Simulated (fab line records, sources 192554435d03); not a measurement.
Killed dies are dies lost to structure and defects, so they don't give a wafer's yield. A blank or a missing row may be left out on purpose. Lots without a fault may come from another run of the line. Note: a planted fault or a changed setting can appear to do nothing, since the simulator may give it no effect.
A struck lot beside a sound one + flow n5Finfet + 14 out of 1938 route steps
Sound: wafers L234.2, L234.4, L234.5. Wafers struck: L242.2, L242.5, L242.6. At the end, the cause is stated.
Each step with rows lists, per side, the tool, then ch with its chambers, then its first start. Under that, the readings that differ: sound wafers + struck wafers + difference of the means + sigmas: that difference in standard deviations of wafers without a fault.
alike: a reading whose means differ by less than 2 such deviations, as well as words and numbers matching on both sides. not compared: withheld readings; readings where some wafer has no value; bounds like >300 that might hide an equal value; numbers whose values overlap and for which the record gives no deviation.
Wherever a step has rows on one side only, a row that says differs or no value, or a row with sigmas, the two part there. When numbers do not overlap yet have no deviation, they are printed without sigmas and do not part them. A reading missing from all wafers of one side parts the sides only when that side holds two or more wafers.

N5_PASSIVATION_ETCH_59: etches TaN in Cl2/BCl3, target depth 65 nm, time 34.9 s.
  sound on rieMetal-01 ch 0, day 12 04:41; struck on rieMetal-03 ch 0,1, day 13 22:23
  alike: chamberPressureMTorr, drypumpMotorCurrentA, oesProductAu, throttleValvePct
  not compared: rfHoursCounterH
N5_PASSIVATION_STRIP_34: strips in O2.
  sound on rieDiel-01 ch 1,2, day 12 04:49; struck on rieDiel-03 ch 0,1, day 13 22:29
  alike: chamberPressureMTorr, drypumpMotorCurrentA, oesProductAu, rfVppV, showerheadPlenumPTorr, tempC, throttleValvePct
  not compared: rfHoursCounterH
then, 4 steps without rows for these wafers: N5_PASSIVATION_STRIP_51 (strips in post etch residue remover, time 1200 s); N5_PASSIVATION_CLEAN_69 (cleans in IPA, time 180 s); N5_PASSIVATION_SRD_70 (time 30 s); N5_PASSIVATION_PECVD_53 (deposits SiO2 from TEOS/O2, target thk 800 nm, time 169.4 s).
N5_PASSIVATION_PECVD_35: deposits SiNx from SiH4/NH3/N2, target thk 700 nm, time 151.3 s.
  sound on pecvd-02 ch 1,2, day 12 05:25; struck on pecvd-01 ch 0,1, day 13 23:10
  alike: chamberPressureTorr, heaterPowerW, showerheadPlenumPTorr, throttleValvePct
  not compared: sinceWetCleanH
then, 5 steps without rows for these wafers: N5_PASSIVATION_HMDS_37 (time 60 s); N5_PASSIVATION_COAT_38; N5_PASSIVATION_EBR_40; N5_PASSIVATION_SOFTBAKE_39 (time 120 s); N5_PASSIVATION_EXPOSE_41 (exposes mask PASS OPEN, defocus 0 nm, target cd 40000 nm).
N5_PASSIVATION_PEB_42:
  struck on lithoTrack-01, day 13 23:32; sound on lithoTrack-04 ch 0, day 12 05:44
| reading        | sound          | struck | difference                    | sigmas |
|----------------|----------------|--------|-------------------------------|--------|
| exhaustPa (Pa) | 44.9 44.8 45.3 | - - -  | no value on the struck wafers |        |
  not compared: chillPlateTempC
then, 1 step without rows for these wafers: N5_PASSIVATION_DEVELOP_43 (develop time 60 s).

## WHERE THEY PART
At N5_PASSIVATION_PEB_42 and nowhere else, as far as this record goes.

WHY: what had been put in by the simulator
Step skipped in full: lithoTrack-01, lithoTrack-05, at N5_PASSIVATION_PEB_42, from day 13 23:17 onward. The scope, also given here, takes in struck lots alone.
